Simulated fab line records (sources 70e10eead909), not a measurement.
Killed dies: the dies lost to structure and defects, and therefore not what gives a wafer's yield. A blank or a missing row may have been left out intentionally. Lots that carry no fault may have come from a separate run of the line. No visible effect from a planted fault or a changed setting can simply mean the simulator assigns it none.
Matching of chambers :: flow nand_harc :: 4 sister chambers for NHARC_A_STAIRCASE_CMP_472 on cmp-03
The step polishes SiO2. 8 wafers are shown with their chamber, then 12 later ones without.

## WAFERS WITH THEIR CHAMBER
wafer: L082.4
chamber: 3
motor_current_A (A): 12.9
retaining_ring_pressure_frac: 1.000

wafer: L082.5
chamber: 3
motor_current_A (A): 12.8
retaining_ring_pressure_frac: 1.002

wafer: L089.3
chamber: 2
motor_current_A (A): 10.6
retaining_ring_pressure_frac: 1.002

wafer: L088.5
chamber: 1
motor_current_A (A): 10.3
retaining_ring_pressure_frac: 1.006

wafer: L088.6
chamber: 0
motor_current_A (A): 12.9
retaining_ring_pressure_frac: 0.992

wafer: L090.2
chamber: 1
motor_current_A (A): 11.3
retaining_ring_pressure_frac: 0.994

wafer: L090.3
chamber: 0
motor_current_A (A): 13.8
retaining_ring_pressure_frac: 0.991

wafer: L090.6
chamber: 2
motor_current_A (A): 10.6
retaining_ring_pressure_frac: 0.995

## WAFERS WITHOUT THEIR CHAMBER
wafer: L092.2
motor_current_A (A): 10.6
retaining_ring_pressure_frac: 0.995

wafer: L092.3
motor_current_A (A): 13.1
retaining_ring_pressure_frac: 1.001

wafer: L092.4
motor_current_A (A): 12.9
retaining_ring_pressure_frac: 0.997

wafer: L094.1
motor_current_A (A): 13.4
retaining_ring_pressure_frac: 1.003

wafer: L094.5
motor_current_A (A): 10.3
retaining_ring_pressure_frac: 1.004

wafer: L094.6
motor_current_A (A): 10.7
retaining_ring_pressure_frac: 1.004

wafer: L096.1
motor_current_A (A): 12.7
retaining_ring_pressure_frac: 1.009

wafer: L096.5
motor_current_A (A): 10.7
retaining_ring_pressure_frac: 1.008

wafer: L096.6
motor_current_A (A): 13.1
retaining_ring_pressure_frac: 1.003

wafer: L097.2
motor_current_A (A): 10.3
retaining_ring_pressure_frac: 1.003

wafer: L097.4
motor_current_A (A): 13.0
retaining_ring_pressure_frac: 1.014

wafer: L097.6
motor_current_A (A): 13.5
retaining_ring_pressure_frac: 1.005

## WHICH CHAMBER EACH ONE RAN IN
wafer: L092.2
from the rows above: can't be placed: 2 or 1
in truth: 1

wafer: L092.3
from the rows above: can't be placed: 3 or 0
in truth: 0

wafer: L092.4
from the rows above: can't be placed: 3 or 0
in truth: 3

wafer: L094.1
from the rows above: can't be placed: 3 or 0
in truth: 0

wafer: L094.5
from the rows above: can't be placed: 2 or 1
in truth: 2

wafer: L094.6
from the rows above: can't be placed: 1 or 2
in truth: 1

wafer: L096.1
from the rows above: 3
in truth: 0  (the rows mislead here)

wafer: L096.5
from the rows above: can't be placed: 1 or 2
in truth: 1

wafer: L096.6
from the rows above: can't be placed: 3 or 0
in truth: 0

wafer: L097.2
from the rows above: can't be placed: 2 or 1
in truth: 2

wafer: L097.4
from the rows above: can't be placed: 3 or 0
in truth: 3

wafer: L097.6
from the rows above: can't be placed: 3 or 0
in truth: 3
0 of 12 placed correctly. From these rows, 11 cannot be placed; in 11 the true chamber is one of the candidates. Placed wrongly: 1.
How it was worked out, from the rows above alone: a wafer's distance from a chamber is the root of the sum, over the readings, of the square of ((its reading less the chamber's mean) divided by the reading's scatter). The wafer belongs to the nearest chamber; if the next one is less than 2 further off, it can't be placed. The mean given for a chamber averages the wafers shown for that chamber. How the scatter is found: for the shown wafers, subtract from each reading the mean of its chamber, square and add these, divide the total by (wafers less chambers), then take the root.
